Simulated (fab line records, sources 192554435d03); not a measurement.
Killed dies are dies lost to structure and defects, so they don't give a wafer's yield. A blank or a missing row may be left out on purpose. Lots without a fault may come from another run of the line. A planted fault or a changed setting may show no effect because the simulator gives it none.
fab line records | flow n5_finfet
record lots=4 wafers=12 last_day=17
route steps=1938 shown HKMG_FIN@415 BEOL_M4@1111 PASSIVATION@1936
lots that met no fault: from a run of the same line without faults
start_h: hours from the record's first day to the start of the lot's first wafer shown | wait_h: hours since the lot's step before | " the same as in the row above | L1.1+2: a row that stands for several wafers | - no value, or no start given | * or withheld: withheld | < > ~ a bound
route shown NAME@n: a module of which the file shows steps, and the number in the route of the first | usual: mean/standard deviation of fault-free wafers | same: alike in all rows | chamber/n: place in a boat | sites: the reading at each site | _std_site: their standard deviation | _edge_site: outer sites' mean less inner sites' | radius_mm: how far each site lies from the wafer's centre | mask NAME#n: copy n | behind: the tool/chamber that last shaped the wafer | hold: why the lot was held/for how many hours/how that ended | device: the transistor (n, p or np) that didn't switch | end of line: the same wafers' tests at the end of the route | a step without rows: its recipe alone | killed: dies lost to structure and defects at the first sort, not the wafer's yield | map: a wafer's dies, x killed, . not, _ none there
set.NAME: the setting as run; set.NAME@STEP: as run at that earlier step | model.NAME: the simulator's own value behind a step, which no gauge read
lots at some steps of the route; a table a step, a row a wafer
services: from which hour (start_h, from the record's first day; less than 0 if before it) a tool's chamber was out of use, for how many hours, and why
## steps
# step N5_HKMG_FIN_PRECLEAN_64
# recipe chemistry=dHF time_s=30 temp_c=25 dilution=withheld
# step N5_HKMG_FIN_WET_ETCH_65
# recipe chemistry=TMAH temp_c=70 conc_wt_pct=5 target=a-Si stop_on=TiN time_s=49 target_depth_nm=3
# step N5_HKMG_FIN_WET_ETCH_81
# recipe chemistry=SC1 target=TiN stop_on=HfO2 mix=1:1:5 temp_c=60 time_s=57 target_depth_nm=6
# step N5_HKMG_FIN_WET_ETCH_82
# recipe chemistry=dHCl mix=1:10000 temp_c=25 target=La2O3 stop_on=HfO2 target_depth_nm=2 dry=ipa_marangoni rinse_time_s=30 rinse_temp_c=23
# step N5_HKMG_FIN_ALD_36
# recipe material=TiN target_thk_a=10 temp_c=400 ald_precursor_family=TiCl4 ald_co_reactant=NH3 pulse_time_s=1 purge_time_s=3 co_reactant_purge_time_s=2 co_reactant_pulse_time_s=2 ald_cycles=47 pressure_torr=3
# step N5_HKMG_FIN_PWFM_ALD_03
# recipe material=TiN target_thk_a=20 temp_c=400 ald_precursor_family=TiCl4 ald_co_reactant=NH3 pulse_time_s=1 purge_time_s=3 co_reactant_purge_time_s=2 co_reactant_pulse_time_s=2 ald_cycles=91 pressure_torr=3
# step N5_HKMG_FIN_COAT_29
# recipe resist=SOC temp_c=250 time_s=60 spin_rpm=1500 resist_thk_nm=300
# step N5_HKMG_FIN_COAT_30
# recipe resist=SiARC temp_c=220 time_s=60 spin_rpm=1500 resist_thk_nm=35
# step N5_HKMG_FIN_COAT_06
# recipe resist=CAR-ArF spin_rpm=1500 resist_thk_nm=90
# step N5_HKMG_FIN_EBR_08
# recipe solvent=PGMEA ebr_width_mm=1.5
# step N5_HKMG_FIN_SOFTBAKE_07
# recipe temp_c=110 time_s=60 resist=CAR-ArF
# step N5_HKMG_FIN_EXPOSE_09
# recipe mask_id=NWFM na=1.35 source_shape=conventional sigma_outer=0.8 polarization=unpolarized dose_mj=39.25
# usual exposure_dose_mJ_cm2=39.38/0.21
# columns lot.wafer tool chamber start_h wait_h mask exposure_dose_mJ_cm2
L459.1 arfi_scanner-02 0 142.54 - NWFM#0 39.21
L459.5 " 0 " " NWFM#0 39.20
L459.6 " 0 " " NWFM#0 39.25
L467.1 arfi_scanner-02 0 188.80 - NWFM#0 31.12
L467.2 " 0 " " NWFM#0 31.18
L467.6 " 0 " " NWFM#0 31.16
L469.2 arfi_scanner-02 0 200.60 - NWFM#0 32.79
L469.5 " 0 " " NWFM#0 32.78
L469.6 " 0 " " NWFM#0 32.83
L471.1 arfi_scanner-01 0 212.03 - NWFM#0 39.69
L471.2 " 0 " " NWFM#0 39.69
L471.5 " 0 " " NWFM#0 39.69
# step N5_HKMG_FIN_PEB_10
# recipe peb_temp_c=withheld peb_time_s=60 resist=CAR-ArF
# step N5_HKMG_FIN_DEVELOP_11
# recipe develop_time_s=30 developer=TMAH resist=CAR-ArF dev_temp_c=23 rinse_liquid=diw dry=air_spin
# step N5_HKMG_FIN_CD_MEAS_12
# recipe target_cd_nm=92.8 landing_energy_ev=500 detector=se_inlens
# usual cd_nm=93.0/0.62
# columns lot.wafer tool chamber start_h wait_h cd_nm
L459.1 cd_sem-02 0 142.66 - 92.1
L459.5 " 0 " " 92.7
L459.6 " 0 " " 92.3
L467.1 cd_sem-03 0 188.92 - 76.8
L467.2 " 0 " " 78.0
L467.6 " 0 " " 77.7
L469.2 cd_sem-02 0 200.72 - 82.0
L469.5 " 0 " " 81.8
L469.6 " 0 " " 82.1
L471.1 cd_sem-02 0 212.16 - 93.2
L471.2 " 0 " " 92.2
L471.5 " 0 " " 93.3
# step N5_HKMG_FIN_DESCUM_17
# recipe chemistry=O2 time_s=7.9 source_power_w=50 bias_power_w=20 pressure_mtorr=20 rf_frequency_hz=2.712e+07 temp_c=40 resist=CAR-ArF o2_flow_sccm=225
# step N5_HKMG_FIN_ETCH_31
# recipe chemistry=CF4 target=SiARC target_depth_a=455 mask_material=CAR-ArF time_s=75.8 ion_energy_ev=80 pressure_mtorr=40 source_w=545 bias_w=36 Ar_flow_sccm=100 cf4_flow_sccm=100 ends=cleared
# step N5_HKMG_FIN_ETCH_32
# recipe chemistry=N2/H2 target=SOC target_depth_a=2400 temp_c=40 time_s=300 ion_energy_ev=200 mask_material=SiARC pressure_mtorr=30 source_w=840 bias_w=150 n2_flow_sccm=200 h2_flow_sccm=200
# step N5_HKMG_FIN_STRIP_33
# recipe chemistry=N2/H2 temp_c=40 n2_flow_sccm=200 h2_flow_sccm=200 rf_frequency_hz=6e+07
# step N5_HKMG_FIN_STRIP_34
# recipe chemistry=CF4 resist=SiARC power_w=300 bias_power_w=75 pressure_mtorr=50 cf4_flow_sccm=150 rf_frequency_hz=6e+07
# step N5_HKMG_FIN_ETCH_35
# recipe chemistry=N2/H2 target=SOC target_depth_a=2158 ion_energy_ev=65 bias_w=5 source_w=3000 time_s=243.4 pressure_mtorr=30 n2_flow_sccm=200 h2_flow_sccm=200
# step N5_HKMG_FIN_STRIP_92
# recipe chemistry=N2/H2 material=SOC time_s=20 power_w=500 temp_c=40 pressure_mtorr=50 rf_frequency_hz=6e+07 bias_power_w=8 h2_frac=0.5 n2_flow_sccm=300 h2_flow_sccm=300
# step N5_HKMG_FIN_WET_ETCH_18
# recipe chemistry=SC1 target=TiN mix=1:1:5 temp_c=* time_s=55 target_depth_nm=5.2 dry=ipa_marangoni rinse_time_s=30 rinse_temp_c=23
# step N5_HKMG_FIN_STRIP_19
# recipe chemistry=N2/H2 power_w=2500 temp_c=300 h2_frac=0.65 time_s=360 pressure_mtorr=withheld n2_flow_sccm=1750 h2_flow_sccm=3250
# step N5_HKMG_FIN_ALD_91
# recipe material=TiN target_thk_a=10 temp_c=400 ald_precursor_family=TiCl4 ald_co_reactant=NH3 pulse_time_s=1 purge_time_s=3 co_reactant_purge_time_s=2 co_reactant_pulse_time_s=2 ald_cycles=47 pressure_torr=3
# step N5_HKMG_FIN_COAT_85
# recipe resist=SOC temp_c=250 time_s=60 spin_rpm=1500 resist_thk_nm=300
# step N5_HKMG_FIN_ETCH_86
# recipe chemistry=N2/H2 target=SOC target_depth_a=3932 stop_on=TiN ion_energy_ev=100 bias_w=61 pressure_mtorr=30 source_w=850 n2_flow_sccm=200 h2_flow_sccm=200
# step N5_HKMG_FIN_STRIP_89
# recipe chemistry=N2/H2 material=SOC time_s=20 power_w=500 temp_c=40 pressure_mtorr=50 rf_frequency_hz=6e+07 bias_power_w=8 h2_frac=0.5 n2_flow_sccm=300 h2_flow_sccm=300
# step N5_HKMG_FIN_WET_ETCH_87
# recipe chemistry=SC1 target=TiN mix=1:2:40 temp_c=50 time_s=154.2 target_depth_nm=4.7 dry=ipa_marangoni rinse_time_s=30 rinse_temp_c=23
# step N5_HKMG_FIN_STRIP_88
# recipe chemistry=N2/H2 power_w=2500 temp_c=300 h2_frac=0.65 time_s=360 pressure_mtorr=withheld n2_flow_sccm=1750 h2_flow_sccm=3250
# step N5_HKMG_FIN_NWFM_ALD_20
# recipe material=TiAlC target_thk_a=20 temp_c=300 ald_precursor_family=TiCl4 ald_co_reactant=TEA pulse_time_s=3 purge_time_s=2 co_reactant_purge_time_s=2 co_reactant_pulse_time_s=10 ald_cycles=7 pressure_torr=3
# step N5_HKMG_FIN_ALD_71
# recipe material=TiN target_thk_a=10 temp_c=400 ald_precursor_family=TiCl4 ald_co_reactant=NH3 pulse_time_s=1 purge_time_s=3 co_reactant_purge_time_s=2 co_reactant_pulse_time_s=2 ald_cycles=47 pressure_torr=3
# step N5_HKMG_FIN_COAT_66
# recipe resist=SOC temp_c=250 time_s=60 spin_rpm=1500 resist_thk_nm=300
# step N5_HKMG_FIN_ETCH_67
# recipe chemistry=N2/H2 target=SOC target_depth_a=3889 stop_on=TiN ion_energy_ev=100 bias_w=61 pressure_mtorr=30 source_w=850 n2_flow_sccm=200 h2_flow_sccm=200
# step N5_HKMG_FIN_STRIP_90
# recipe chemistry=N2/H2 material=SOC time_s=20 power_w=500 temp_c=40 pressure_mtorr=50 rf_frequency_hz=6e+07 bias_power_w=8 h2_frac=0.5 n2_flow_sccm=300 h2_flow_sccm=300
# step N5_HKMG_FIN_WET_ETCH_73
# recipe chemistry=SC1 mix=1:2:40 temp_c=50 time_s=42.3 target_depth_nm=1.3 dry=ipa_marangoni rinse_time_s=30 rinse_temp_c=23
# step N5_HKMG_FIN_ETCHBACK_68
# recipe chemistry=Cl2/Ar stop_on=HfO2 target_depth_a=5 pressure_mtorr=10 icp_w=600 bias_w=60 Cl2_flow_sccm=40 Ar_flow_sccm=60
# step N5_HKMG_FIN_STRIP_69
# recipe chemistry=N2/H2 power_w=2500 temp_c=300 h2_frac=0.65 time_s=360 pressure_mtorr=withheld n2_flow_sccm=1750 h2_flow_sccm=3250
# step N5_HKMG_FIN_ALD_21
# recipe material=TiN target_thk_a=15 temp_c=400 ald_precursor_family=TiCl4 ald_co_reactant=NH3 pulse_time_s=1 purge_time_s=3 co_reactant_purge_time_s=2 co_reactant_pulse_time_s=2 ald_cycles=68 pressure_torr=3
# step N5_BEOL_M4_RC_MEAS_101
# usual DIBL_N=35.9/1.9 DIBL_P=35.8/2.4 IOFF_N=0.15/0.031 IOFF_P=0.21/0.037 ION_N=672/13 ION_P=462/8.3 SS_N=71.5/0.72 SS_P=73.2/0.67 VT_N=250/3.4 VT_P=-250/3.4
# columns lot.wafer tool chamber start_h wait_h DIBL_N[mV/V] DIBL_P[mV/V] IOFF_N[nA/um] IOFF_P[nA/um] ION_N[uA/um] ION_P[uA/um] SS_N[mV/dec] SS_P[mV/dec] VT_N[mV] VT_P[mV]
L459.1 prober-02 0 244.44 0.0 39.9 39.8 0.24 0.30 703 480 72.9 74.2 241 -244
L459.5 " 0 " " 36.8 36.1 0.16 0.23 683 470 71.4 72.4 248 -246
L459.6 " 0 " " 36.5 35.6 0.15 0.21 665 461 71.7 73.2 247 -249
L467.1 prober-01 0 275.74 0.0 36.2 33.9 0.15 0.19 668 463 72.5 73.2 248 -250
L467.2 " 0 " " 30.3 27.5 0.08 0.12 652 460 69.9 71.4 257 -255
L467.6 " 0 " " 30.9 27.9 0.09 0.13 662 458 70.6 72.0 253 -256
L469.2 prober-02 0 310.43 0.2 36.9 39.3 0.16 0.22 676 461 71.9 73.3 252 -251
L469.5 " 0 " " 37.1 39.7 0.17 0.23 689 464 71.8 73.2 246 -249
L469.6 " 0 " " 35.9 38.9 0.14 0.22 675 464 72.0 73.0 252 -250
L471.1 prober-02 0 313.58 0.0 34.6 33.2 0.13 0.19 672 468 70.9 72.1 253 -247
L471.2 " 0 " " 33.2 31.9 0.11 0.18 656 461 71.2 71.9 255 -248
L471.5 " 0 " " 34.8 33.0 0.13 0.19 670 464 70.8 72.3 255 -250
# step N5_PASSIVATION_PROBE_49
# usual defect_limited_yield=91.6/1.2 killed_at_M0_to_M3=33/9.4 killed_at_M4_up=13/5.2 killed_at_contacts=13/5.6 killed_at_front_end=37/9.5 killed_at_other=4/3.1 killed_dies=99/15 killed_open=65/11 killed_short=32/7.5 sort_bin_5_function=4.9/0.77 sort_bin_6_memory=3.1/0.65 sort_bin_8_speed=0.01/0.056 sort_n_pass=1081/15 sort_yield_pct=91.6/1.2
# same gross_dies=1180 killed_at_back_side=0 sort_bin_4_leakage[%]=0
# columns lot.wafer tool chamber start_h wait_h defect_limited_yield[%] killed_at_M0_to_M3 killed_at_M4_up killed_at_contacts killed_at_front_end killed_at_other killed_dies killed_open killed_short sort_bin_5_function[%] sort_bin_6_memory[%] sort_bin_8_speed[%] sort_n_pass sort_yield_pct[%]
L467.1 prober-01 - 376.33 0.0 69.3 38 7 13 303 1 362 74 39 26.2 4.4 0 818 69.3
L467.2 prober-01 - 376.38 0.1 71.5 40 9 15 272 0 336 71 44 24.8 3.6 0.08 843 71.4
L467.6 prober-01 - 376.58 0.3 70.8 24 7 18 294 2 345 74 27 25.7 3.1 0 835 70.8
L469.2 prober-02 - 417.52 0.1 86.5 27 10 8 111 3 159 61 30 10.0 2.6 0 1021 86.5
L469.5 prober-02 - 417.67 0.2 86.2 15 5 7 135 1 163 42 24 11.9 1.6 0 1017 86.2
L469.6 prober-02 - 417.72 0.3 88.9 31 8 21 66 5 131 60 42 7.4 3.4 0 1049 88.9
# killed by level:class
L467.1 HKMG_FIN:area_expose=248 FIN_SAQP:geometric_particle:open=24 BEOL_M0_SAQP:geometric_particle:short=12 MOL_CONTACT_COAG:geometric_particle:open=10 BEOL_M0_SAQP:geometric_particle:open=10 FIN_SAQP:geometric_particle:short=8 GATE_CUT:geometric_particle:short=5 STI_FIN_REVEAL:geometric_particle:open=4
L467.2 HKMG_FIN:area_expose=220 FIN_SAQP:geometric_particle:open=17 FIN_SAQP:geometric_particle:short=13 MOL_CONTACT_COAG:geometric_particle:open=12 BEOL_M3:geometric_particle:open=10 BEOL_M0_SAQP:geometric_particle:short=9 BEOL_M0_SAQP:geometric_particle:open=7 BEOL_M2:geometric_particle:open=7
L467.6 HKMG_FIN:area_expose=243 FIN_SAQP:geometric_particle:open=22 MOL_CONTACT_COAG:geometric_particle:open=16 FIN_SAQP:geometric_particle:short=9 BEOL_M3:geometric_particle:open=8 BEOL_M4:geometric_particle:open=6 BEOL_M0_SAQP:geometric_particle:short=5 ILD0:geometric_particle:open=4
L469.2 HKMG_FIN:area_expose=60 FIN_SAQP:geometric_particle:open=15 BEOL_M0_SAQP:geometric_particle:short=10 MOL_CONTACT_COAG:geometric_particle:open=8 BEOL_M0_SAQP:geometric_particle:open=8 HKMG_FIN:area_etch=7 FIN_SAQP:geometric_particle:short=6 BEOL_M3:geometric_particle:open=5
L469.5 HKMG_FIN:area_expose=97 STI_FIN_REVEAL:geometric_particle:open=16 FIN_SAQP:geometric_particle:short=8 MOL_CONTACT_COAG:geometric_particle:open=7 BEOL_M1:geometric_particle:open=5 BEOL_M1:geometric_particle:short=3 FIN_SAQP:geometric_particle:open=2 STI_FIN_REVEAL:geometric_particle:short=2
L469.6 HKMG_FIN:area_expose=28 MOL_CONTACT_COAG:geometric_particle:open=15 FIN_SAQP:geometric_particle:short=12 BEOL_M0_SAQP:geometric_particle:short=8 STI_FIN_REVEAL:geometric_particle:open=7 BEOL_M3:geometric_particle:open=7 MOL_CONTACT_COAG:geometric_particle:short=6 BEOL_M0_SAQP:geometric_particle:open=5
# map L467.1 (x killed, . not)
_________________..x.........________________
______________.............x...._____________
___________x......x..........x...x.__________
__________xx...........x....xx.....x_________
________....x....x....xx..x...x...x..x_______
_______.....x...x.....xx..x...x.x......______
______.x........xx..xx.xx..xx..xxx.x...._____
_____.......x.x.xx.x.xx...xx.x........x..____
____.x........x..x..xx..xxxxx.xx.x.xx.x..x___
___...........x..xx...x.x...x......x.x.xx..__
___..........xx...x...x.x.xxxxx.xx.xx......__
__.x..x.x....x...x.x...x..xx...xxx.x...x...._
__...............xxx.x.xxxxxxx.x.xxx..xxx..._
_......x.x.x...xxx.x...xxxx.x...x.x..x.x....x
_...x.....x.x.....xxxxxxxx.xxx.x.x.x...x.x...
_.....xx.xx..x.x.x.xxx..xxxxx.xxxx.xxx.xx....
_..x...........xxxxxxxxxxxxx.xxxxxx.xx.......
_..............x.xxx..x.xxxx.xxxx.xxx.x.x..x.
_.....x.xxxx..x...x.xx..x.xxxxx.xxxxxxxx.xx..
_.....x....x......xxx.xx.xxx.x...x..x..x..x..
_...xx...........x.......xxxxxxxxxx.....x.x.x
__...x........x...xxxxxxxx.xx..xxxxx..xxx..._
__.............x.xx..xx.xxxx..xxx.xx...x..x._
___............x...x...xx..xx..xx..........__
___.....x...x..x.x............x.x...x......__
____..........x.xx...x...........x..x.x...___
_____.....x.............xx....xx.xx..x...____
______.......x......x..xx............x.._____
_______.........x.............x........______
________.........x...........x........_______
__________.....x..........x........._________
___________....x...................__________
______________......x..........x_____________
_________________.........x..________________
# map L469.5 (x killed, . not)
_________________............________________
______________....x....xx......._____________
___________....x...................__________
__________.................x....x..._________
________...x....xx.x......x..........._______
_______..................x..x..........______
______.x..................x......x......_____
_____...........x.x....x.x..x.........x..____
____.......x..........xx..x..x.........x..___
___............x....x..x.......xx..........__
___...............xx...x...x...............__
__.x.....x....x......x.x.x..xxx.....x.....x._
__.........x.....x.....x.x.xxx.............._
_...........x.x.x..x.x.x......x......x.......
_x.............x......xx..xxxxxx.x...........
_.............x..xx....x...xx.....x..........
_.................x...x...xx..xx..xx.........
_.................x.x..xx.x.x..xx...xx....x..
_...........x.x...xx.xx.xx...x.x....x.....x.x
_.x..x...x............x......xx..............
_............x.x.........x...x...............
__.......x............x.xx.x....x......x...._
__............x......x...x.x.x.............._
___......x...........x.x..x.x.x...x.x......__
___..x.......x.....xx......x.x.............__
____................xx.x..................___
_____.........x...............xx.........____
______....x..x............x.........x..._____
_______................................______
________.............................._______
__________............xx......x....._________
___________........................__________
______________.................._____________
_________________...x........________________
## services
# columns tool chamber start_h hours kind
arfi_scanner-02 - 121.20 0.8 pm
arfi_scanner-02 0 140.65 - calibration
arfi_scanner-01 - 143.65 1.3 pm
arfi_scanner-02 - 155.98 0.3 repair
arfi_scanner-02 - 179.49 1.8 repair
arfi_scanner-01 - 189.68 1.0 pm
arfi_scanner-02 - 192.42 1.0 pm
arfi_scanner-02 - 201.43 4.9 pm
## key
first_sign step=N5_HKMG_FIN_EXPOSE_09 reading=exposure_dose_mJ_cm2 direction=down sigmas=36 usual=39.38 struck=31.98
effect step=N5_HKMG_FIN_CD_MEAS_12 reading=cd_nm direction=down sigmas=21 usual=93.0 struck=79.7 through=control_loop
effect step=N5_PASSIVATION_PROBE_49 reading=killed_at_front_end direction=up sigmas=17 usual=37 struck=197
more_kills_born_at N5_HKMG_FIN_EXPOSE_09@arfi_scanner-02=896
met_at N5_HKMG_FIN_EXPOSE_09
struck_wafers L467.1,L467.2,L467.6,L469.2,L469.5,L469.6
loop_trim step=N5_HKMG_FIN_EXPOSE_09 setting=dose lots=L469
onset_between 142.54 188.80
fault kind=process_parameter_drift tool=arfi_scanner-02 chamber=- onset_h=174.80 steps=N5_HKMG_FIN_EXPOSE_09 channel=dose_mj offset=-8.1054 shape=step acts_in=these_recipes_only stated=39.25
# loop_trim: a control loop set the setting to another value than it would have without faults
